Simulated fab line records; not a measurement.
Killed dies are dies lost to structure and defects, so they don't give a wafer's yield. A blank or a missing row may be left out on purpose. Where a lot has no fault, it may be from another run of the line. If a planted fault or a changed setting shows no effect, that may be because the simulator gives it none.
Tool commonality check -- flow n5Finfet -- 9 lots and 23 wafers in the sample

REASON FOR OPENING
At N5_STI_FIN_REVEAL_FIN_H_MEAS_10 the reading trenchDepthNm is flagged on 2 of 9 lots. Fault-free wafers read 51.8 nm, with a standard deviation of 0.77.
Rule: flag the lot when none of its wafers has a number, or when each of its wafers that has one lies beyond 4 standard deviations from that mean. All remaining lots are regarded as sound.

lot,measured,on,"trenchDepthNm (nm), wafer by wafer",flag
L678,day 2 18:06,ocd-01,51.5 51.5 53.4,
L682,day 3 21:40,ocd-02,51.7 51.9 51.2,
L686,day 4 20:34,ocd-02,51.4 51.1 51.0,
L687,day 5 05:38,ocd-01,50.8 51.3 51.9,
L691,day 6 00:34,ocd-01,67.7,FLAGGED
L692,day 6 08:01,ocd-01,67.4,FLAGGED
L695,day 7 02:08,ocd-02,51.2 52.8 53.1,
L697,day 7 14:49,ocd-02,51.1 51.4 52.2,
L698,day 7 20:33,ocd-02,51.8 51.9 51.4,
The numbers of the flagged lots are 67.6 nm on average: +15.8 nm against the usual, or +20 standard deviations.

WHICH TOOL EACH LOT WENT THROUGH
Before the reading, the record contains 4 process steps out of a 1938-step route. Every cell lists first the tool, next ch and the chambers used by the sampled wafers, and last the start.
lot,flag,N5_FIN_CUT_PRECLEAN_35,N5_FIN_CUT_CUT_ETCH_28,N5_STI_FIN_REVEAL_ETCHBACK_08,N5_STI_FIN_REVEAL_STRIP_24
L678,,"vaporEtch-01 ch 0,1, day 2 08:46","rieSi-04 ch 0,1, day 2 08:53","rieDiel-03 ch 0,2,3, day 2 15:03","rieDiel-03 ch 0,2,3, day 2 15:05"
L682,,"vaporEtch-02 ch 0,1, day 3 12:08","rieSi-01 ch 1,3, day 3 12:16","rieDiel-03 ch 1,3, day 3 18:26","rieDiel-03 ch 1,3, day 3 18:28"
L686,,"vaporEtch-01 ch 0,1, day 4 09:54","rieSi-01 ch 0,3, day 4 10:02","rieDiel-02 ch 0,3, day 4 17:34","rieDiel-02 ch 0,3, day 4 17:36"
L687,,"vaporEtch-02 ch 0,1, day 4 20:08","rieSi-04 ch 1,2,3, day 4 20:16","rieDiel-01 ch 0,2, day 5 02:41","rieDiel-01 ch 0,2, day 5 02:43"
L691,FLAGGED,"vaporEtch-02 ch 1, day 5 15:35","rieSi-04 ch 3, day 5 15:42","rieDiel-03 ch 2, day 5 21:37","rieDiel-03 ch 2, day 5 21:41"
L692,FLAGGED,"vaporEtch-01 ch 1, day 5 22:27","rieSi-01 ch 2, day 5 22:34","rieDiel-03 ch 2, day 6 04:32","rieDiel-03 ch 2, day 6 04:34"
L695,,"vaporEtch-02 ch 0,1, day 6 16:45","rieSi-02 ch 0,2, day 6 16:53","rieDiel-01 ch 1,2,3, day 6 22:56","rieDiel-01 ch 1,2,3, day 6 22:58"
L697,,"vaporEtch-02 ch 0, day 7 03:27","rieSi-02 ch 1,2, day 7 03:35","rieDiel-01 ch 0,2,3, day 7 11:52","rieDiel-01 ch 0,2,3, day 7 11:55"
L698,,"vaporEtch-02 ch 0,1, day 7 11:15","rieSi-02 ch 0,2, day 7 11:23","rieDiel-02 ch 1,3, day 7 17:25","rieDiel-02 ch 1,3, day 7 17:27"
What is done by these steps:
- N5_FIN_CUT_PRECLEAN_35: cleans in vHF, time 13.3 s.
- N5_FIN_CUT_CUT_ETCH_28: etches Si in HBr/Cl2/O2, target depth 6 nm, time 2.4 s.
- N5_STI_FIN_REVEAL_ETCHBACK_08: etches SiO2 in C4F6/O2, target depth 30.5 nm, time 10.167 s.
- N5_STI_FIN_REVEAL_STRIP_24: strips in N2/H2, time 90 s.
- N5_STI_FIN_REVEAL_FIN_H_MEAS_10

FLAGGED OVER TOTAL, TOOL BY TOOL (the gauges that took the reading come last)
step,tool,lots run,flagged,share of the flagged lots,sound lots run after its first flagged lot
N5_FIN_CUT_PRECLEAN_35,vaporEtch-01,3,1,some,0
N5_FIN_CUT_PRECLEAN_35,vaporEtch-02,6,1,some,"3 (L695,L697,L698)"
N5_FIN_CUT_CUT_ETCH_28,rieSi-01,3,1,some,0
N5_FIN_CUT_CUT_ETCH_28,rieSi-02,3,0,none,-
N5_FIN_CUT_CUT_ETCH_28,rieSi-04,3,1,some,0
N5_STI_FIN_REVEAL_ETCHBACK_08,rieDiel-01,3,0,none,-
N5_STI_FIN_REVEAL_ETCHBACK_08,rieDiel-02,2,0,none,-
N5_STI_FIN_REVEAL_ETCHBACK_08,rieDiel-03,4,2,all,0
N5_STI_FIN_REVEAL_STRIP_24,rieDiel-01,3,0,none,-
N5_STI_FIN_REVEAL_STRIP_24,rieDiel-02,2,0,none,-
N5_STI_FIN_REVEAL_STRIP_24,rieDiel-03,4,2,all,0
N5_STI_FIN_REVEAL_FIN_H_MEAS_10,ocd-01,4,2,all,0
N5_STI_FIN_REVEAL_FIN_H_MEAS_10,ocd-02,5,0,none,-

WHAT THE TABLE PERMITS
In the table, 3 rows ran each flagged lot (rieDiel-03 at N5_STI_FIN_REVEAL_ETCHBACK_08; rieDiel-03 at N5_STI_FIN_REVEAL_STRIP_24; ocd-01 at N5_STI_FIN_REVEAL_FIN_H_MEAS_10).
- rieDiel-03 at N5_STI_FIN_REVEAL_ETCHBACK_08: 2 of its 4 lots flagged. It ran its last sound lot, L682, at day 3 18:26 and its first flagged lot, L691, at day 5 21:37: a fault with its onset between the two fits. Its own readings (oesProductAu) fall more than 4 standard deviations out on all wafers of the flagged lots.
- rieDiel-03 at N5_STI_FIN_REVEAL_STRIP_24: 2 of its 4 lots flagged. It ran its last sound lot, L682, at day 3 18:28 and its first flagged lot, L691, at day 5 21:41: a fault with its onset between the two fits.
- ocd-01 at N5_STI_FIN_REVEAL_FIN_H_MEAS_10: 2 of its 4 lots flagged. It ran its last sound lot, L687, at day 5 05:38 and its first flagged lot, L691, at day 6 00:34: a fault with its onset between the two fits.
Because each of these 2 tools fits a fault that began at some hour, counting lots does not separate them. More lots, or a look at what each step does to the wafer, might.

WHAT THE SIMULATOR PUT IN
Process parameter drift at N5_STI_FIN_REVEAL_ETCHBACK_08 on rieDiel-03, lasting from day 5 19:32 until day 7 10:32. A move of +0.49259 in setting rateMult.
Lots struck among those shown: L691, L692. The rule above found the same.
